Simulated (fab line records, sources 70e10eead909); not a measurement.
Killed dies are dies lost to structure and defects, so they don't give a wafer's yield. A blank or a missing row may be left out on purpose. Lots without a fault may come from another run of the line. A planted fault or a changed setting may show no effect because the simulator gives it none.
One fault seen from 2 desks | flow nand_harc | each desk has only its own numbers; what lay behind them comes last

THE DEFECT DESK
What the inspections along the route counted, lot by lot: means of the sampled wafers that have a number. A lot is out of limits, marked OUT, if its mean lies more than 4 standard deviations from the usual mean; the brackets give that distance.
Columns: A = raw_defect_count at NHARC_P_GATE_INSPECT_28, usual 8
lot  | first seen here | A
L703 | day 5 08:11     | 13
L706 | day 6 12:48     | 6
L707 | day 6 18:32     | 6
L711 | day 8 11:07     | 9
L712 | day 9 07:35     | 929 (+99 or more) OUT
L713 | day 9 11:58     | 939 (+99 or more) OUT
L719 | day 11 19:44    | 8
L720 | day 12 09:31    | 6
L721 | day 12 15:20    | 14
L722 | day 13 05:55    | 8
L724 | day 13 21:31    | 6
L725 | day 14 06:14    | 18
This desk's finding: out of limits on L712, L713; first on L712, day 9 07:35 (raw_defect_count at NHARC_P_GATE_INSPECT_28). In limits: L703, L706, L707, L711, L719, L720, L721, L722, L724, L725.

THE TOOL OWNER'S DESK: acl_dep-03
The tool's own readings at NHARC_P_GATE_HM_DEP_102 (deposits aC, target thk 120 nm): means of the sampled wafers that have a number, for each lot that ran on this tool. A lot is out of limits, marked OUT, if its mean lies more than 4 standard deviations from the usual mean; the brackets give that distance.
Columns: A = throttle_valve_pct at NHARC_P_GATE_HM_DEP_102, usual 34.999 %
lot  | first seen here | A
L707 | day 6 17:05     | 35.009
L712 | day 9 06:19     | 34.999
L713 | day 9 10:31     | 35.001
L719 | day 11 18:16    | 34.999
L721 | day 12 14:06    | 34.998
L722 | day 13 04:33    | 35.000
This desk's finding: nothing out of limits on any of the 6 lots.

PUT TOGETHER
The defect desk could have raised an alarm at day 9 07:35, on L712, L713.
The tool owner's desk saw nothing out of limits.
The tool owner's desk has L712, L713 on record, within its limits.
Of the lots named, all ran NHARC_P_GATE_HM_DEP_102 on acl_dep-03.

WHAT THE SIMULATOR HAD PUT IN
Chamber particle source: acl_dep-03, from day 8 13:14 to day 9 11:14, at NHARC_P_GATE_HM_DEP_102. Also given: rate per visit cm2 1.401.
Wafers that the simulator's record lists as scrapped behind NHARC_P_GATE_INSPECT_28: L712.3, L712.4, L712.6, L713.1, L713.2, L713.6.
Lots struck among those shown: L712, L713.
Hours from the fault's start to each desk's first reading out of limits: the defect desk, 18.
